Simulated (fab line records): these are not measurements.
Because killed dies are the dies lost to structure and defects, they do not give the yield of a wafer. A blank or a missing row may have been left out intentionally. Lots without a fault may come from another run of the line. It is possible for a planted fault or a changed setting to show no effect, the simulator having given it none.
Split-lot study :: flow n5_finfet :: 21 wafers read across 7 lots, on a route 1938 steps long

== THE SPLIT ITSELF ==
At N5_HKMG_FIN_EXPOSE_09 (exposes mask NWFM), the setting dose_mj was moved away from the recipe's 39.25 on 4 of the 21 wafers read, by -4.5% to +7.0%. All remaining wafers had this setting at the recipe value.

== FROM THE SPLIT TO THE READING: what the file shows between them, 2 steps ==
- N5_HKMG_FIN_PEB_10: peb time 60 s
- N5_HKMG_FIN_DEVELOP_11: develop time 30 s

== THE READING ==
Shown in nm: cd_nm at N5_HKMG_FIN_CD_MEAS_12, with target cd 92.8 nm. On this fab line, fault-free wafers typically give 92.8 nm with a standard deviation of 0.8 nm.

wafer: L075.1
tool, chamber at the split: arfi_scanner-03, 0
dose_mj as run: 39.25
against the recipe: recipe
cd_nm, nm: 93.9
against lot-mates on the recipe: -

wafer: L075.4
tool, chamber at the split: arfi_scanner-03, 0
dose_mj as run: 39.25
against the recipe: recipe
cd_nm, nm: 93.4
against lot-mates on the recipe: -

wafer: L075.6
tool, chamber at the split: arfi_scanner-03, 0
dose_mj as run: 39.25
against the recipe: recipe
cd_nm, nm: 92.9
against lot-mates on the recipe: -

wafer: L077.1
tool, chamber at the split: arfi_scanner-02, 0
dose_mj as run: 39.25
against the recipe: recipe
cd_nm, nm: 94.5
against lot-mates on the recipe: -

wafer: L077.4
tool, chamber at the split: arfi_scanner-02, 0
dose_mj as run: 39.25
against the recipe: recipe
cd_nm, nm: 95.2
against lot-mates on the recipe: -

wafer: L077.5
tool, chamber at the split: arfi_scanner-02, 0
dose_mj as run: 39.25
against the recipe: recipe
cd_nm, nm: 94.0
against lot-mates on the recipe: -

wafer: L084.2
tool, chamber at the split: arfi_scanner-02, 0
dose_mj as run: 39.25
against the recipe: recipe
cd_nm, nm: 92.4
against lot-mates on the recipe: -

wafer: L084.4
tool, chamber at the split: arfi_scanner-02, 0
dose_mj as run: 39.25
against the recipe: recipe
cd_nm, nm: 93.9
against lot-mates on the recipe: -

wafer: L084.6
tool, chamber at the split: arfi_scanner-02, 0
dose_mj as run: 37.47
against the recipe: -4.5%
cd_nm, nm: 89.0
against lot-mates on the recipe: -4.2

wafer: L090.1
tool, chamber at the split: arfi_scanner-02, 0
dose_mj as run: 39.25
against the recipe: recipe
cd_nm, nm: 93.0
against lot-mates on the recipe: -

wafer: L090.4
tool, chamber at the split: arfi_scanner-02, 0
dose_mj as run: 39.25
against the recipe: recipe
cd_nm, nm: 93.0
against lot-mates on the recipe: -

wafer: L090.5
tool, chamber at the split: arfi_scanner-02, 0
dose_mj as run: 39.25
against the recipe: recipe
cd_nm, nm: 93.4
against lot-mates on the recipe: -

wafer: L092.2
tool, chamber at the split: arfi_scanner-01, 0
dose_mj as run: 39.25
against the recipe: recipe
cd_nm, nm: 92.1
against lot-mates on the recipe: -

wafer: L092.3
tool, chamber at the split: arfi_scanner-01, 0
dose_mj as run: 39.25
against the recipe: recipe
cd_nm, nm: 93.0
against lot-mates on the recipe: -

wafer: L092.5
tool, chamber at the split: arfi_scanner-01, 0
dose_mj as run: 39.25
against the recipe: recipe
cd_nm, nm: 92.9
against lot-mates on the recipe: -

wafer: L095.2
tool, chamber at the split: arfi_scanner-01, 0
dose_mj as run: 41.98
against the recipe: +7.0%
cd_nm, nm: 97.0
against lot-mates on the recipe: +5.2

wafer: L095.3
tool, chamber at the split: arfi_scanner-01, 0
dose_mj as run: 39.25
against the recipe: recipe
cd_nm, nm: 91.8
against lot-mates on the recipe: -

wafer: L095.6
tool, chamber at the split: arfi_scanner-01, 0
dose_mj as run: 41.98
against the recipe: +7.0%
cd_nm, nm: 96.6
against lot-mates on the recipe: +4.8

wafer: L097.3
tool, chamber at the split: arfi_scanner-02, 0
dose_mj as run: 39.25
against the recipe: recipe
cd_nm, nm: 93.0
against lot-mates on the recipe: -

wafer: L097.4
tool, chamber at the split: arfi_scanner-02, 0
dose_mj as run: 40.35
against the recipe: +2.8%
cd_nm, nm: 94.8
against lot-mates on the recipe: +2.0

wafer: L097.6
tool, chamber at the split: arfi_scanner-02, 0
dose_mj as run: 39.25
against the recipe: recipe
cd_nm, nm: 92.7
against lot-mates on the recipe: -

THE FIT
A straight line over all 21 wafers: cd_nm changes by +0.597 nm for each +1% of dose_mj; r = +0.86; the points scatter about the line by 0.87 nm.
The same after taking each lot's own level away (the mean of its wafers on the recipe; 21 wafers): +0.756 nm for each +1%; r = +0.97; scatter 0.44 nm.
That fit puts the effect of the largest move of dose_mj on the reading at 5.3 nm.
The span of the lots' own levels, 91.80 to 94.57 nm, comes to 3.5 times the standard deviation stated above.
So the slope is not independent of the lot-to-lot level: the two fits are not the same.
Check: +5.19 nm against its lot-mates is what the line predicts for one of the wafers moved furthest among these (+7.0%) when that wafer is left out of the fit. Against them it came out at +5.2 nm.

== THE OTHER SPLITS THESE WAFERS WENT THROUGH ==
Before the reading, these wafers also passed through other splits. Each is held against what the fit with the lots' levels taken away leaves over:
other split on the same wafers: N5_SD_EPI_P_EPI_21 temp_c
wafers away from the commonest value: 6
r with cd_nm (lot level and that fit taken away): +0.04

other split on the same wafers: N5_HKMG_FIN_COAT_42 spin_rpm
wafers away from the commonest value: 7
r with cd_nm (lot level and that fit taken away): -0.02

other split on the same wafers: N5_HKMG_FIN_COAT_43 spin_rpm
wafers away from the commonest value: 7
r with cd_nm (lot level and that fit taken away): -0.34

== FILE'S OWN FIT ==
cd_nm changes by +0.77 nm for each +1% of dose_mj, r = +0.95.
